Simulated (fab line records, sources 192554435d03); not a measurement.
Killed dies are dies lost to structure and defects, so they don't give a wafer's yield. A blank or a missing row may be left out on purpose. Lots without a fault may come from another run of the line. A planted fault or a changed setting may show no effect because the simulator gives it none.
Split-lot experiment | flow n5_finfet | 7 lots, 21 wafers read, on a route of 1938 steps

THE SPLIT
At N5_MOL_CONTACT_COAG_EXPOSE_05 (exposes mask CA, defocus 0 nm), the setting dose_mj was moved away from the recipe's 38.25 on 8 of the 21 wafers read, by -2.8% to +7.3%. The other wafers ran this setting at the recipe's value.

FROM THE SPLIT TO THE READING: what the file shows between them, 2 steps
- N5_MOL_CONTACT_COAG_PEB_06: peb time 60 s
- N5_MOL_CONTACT_COAG_DEVELOP_07: develop time 30 s

THE READING
cd_nm, in nm, at N5_MOL_CONTACT_COAG_CD_MEAS_08 (target cd 28 nm). Fault-free wafers of this fab line usually give 28.12 nm, standard deviation 0.21 nm.

wafer  | tool, chamber at the split | dose_mj as run | against the recipe | cd_nm, nm | against lot-mates on the recipe
L080.1 | euv_scanner-02, 0          | 40.1           | +4.8%              | 29.57     | no lot-mate on the recipe
L080.2 | euv_scanner-02, 0          | 40.1           | +4.8%              | 29.16     | no lot-mate on the recipe
L080.4 | euv_scanner-02, 0          | 40.1           | +4.8%              | 29.07     | no lot-mate on the recipe
L084.2 | euv_scanner-01, 0          | 41.05          | +7.3%              | 29.27     | +1.37
L084.4 | euv_scanner-01, 0          | 41.05          | +7.3%              | 29.63     | +1.73
L084.5 | euv_scanner-01, 0          | 38.25          | recipe             | 27.90     | -
L085.2 | euv_scanner-01, 0          | 38.25          | recipe             | 28.13     | -
L085.5 | euv_scanner-01, 0          | 38.25          | recipe             | 28.14     | -
L085.6 | euv_scanner-01, 0          | 38.25          | recipe             | 27.88     | -
L090.2 | euv_scanner-01, 0          | 38.25          | recipe             | 28.18     | -
L090.4 | euv_scanner-01, 0          | 38.25          | recipe             | 27.89     | -
L090.5 | euv_scanner-01, 0          | 38.25          | recipe             | 28.13     | -
L093.1 | euv_scanner-02, 0          | 38.25          | recipe             | 28.32     | -
L093.3 | euv_scanner-02, 0          | 38.25          | recipe             | 27.86     | -
L093.6 | euv_scanner-02, 0          | 38.25          | recipe             | 28.29     | -
L094.1 | euv_scanner-01, 0          | 38.25          | recipe             | 27.88     | -
L094.4 | euv_scanner-01, 0          | 37.19          | -2.8%              | 27.42     | -0.62
L094.5 | euv_scanner-01, 0          | 38.25          | recipe             | 28.21     | -
L095.1 | euv_scanner-02, 0          | 38.25          | recipe             | 28.04     | -
L095.2 | euv_scanner-02, 0          | 40.72          | +6.5%              | 29.45     | +1.41
L095.4 | euv_scanner-02, 0          | 40.72          | +6.5%              | 28.82     | +0.78

THE FIT
A straight line over all 21 wafers: cd_nm changes by +0.198 nm for each +1% of dose_mj; r = +0.94; the points scatter about the line by 0.23 nm.
The same after taking each lot's own level away (the mean of its wafers on the recipe; 18 wafers): +0.196 nm for each +1%; r = +0.95; scatter 0.2 nm.
On that fit, the largest move of dose_mj shifts the reading by 1.4 nm.
The lots' own levels span 27.900 to 28.157 nm, that is 1.2 times the standard deviation above.
So the lot-to-lot level changes the slope little: the two slopes agree.
Check: with one of the wafers moved furthest among these (+7.3%) left out of the fit, the line predicts +1.44 nm for it against its lot-mates. It came out at +1.37 nm against them.

OTHER SPLITS ON THESE WAFERS
These wafers also went through other splits before the reading. Each is held against what the fit with the lots' levels taken away leaves over:
other split on the same wafers   | wafers away from the commonest value | r with cd_nm (lot level and that fit taken away)
N5_SDB_COAT_05 spin_rpm          | 5                                    | +0.01
N5_HKMG_FIN_HK_ALD_01 ald_cycles | 6                                    | +0.05

THE WHOLE CHAIN: every reading that the file lists as answering this split, in the file's order
step                           | what it does                                                | reading                                                                        | change (the file's fit)               | r (the file's)
N5_MOL_CONTACT_COAG_CD_MEAS_08 | target cd 28 nm                                             | cd_nm                                                                          | +0.195 nm for each +1% of the setting | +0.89
N5_MOL_CONTACT_COAG_ETCH_59    | etches underlayer in N2/H2, target depth 13 nm, time 10.4 s | MOL_CONTACT_COAG.cd_offset_nm (the simulator's own value, which no gauge read) | +0.212 nm for each +1% of the setting | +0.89
N5_MOL_CONTACT_COAG_ETCH_105   | etches SiARC in CF4, target depth 15.6 nm, time 26 s        | MOL_CONTACT_COAG.cd_offset_nm (the simulator's own value, which no gauge read) | +0.205 nm for each +1% of the setting | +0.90

THE FILE'S OWN FIT
cd_nm changes by +0.195 nm for each +1% of dose_mj, r = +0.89.
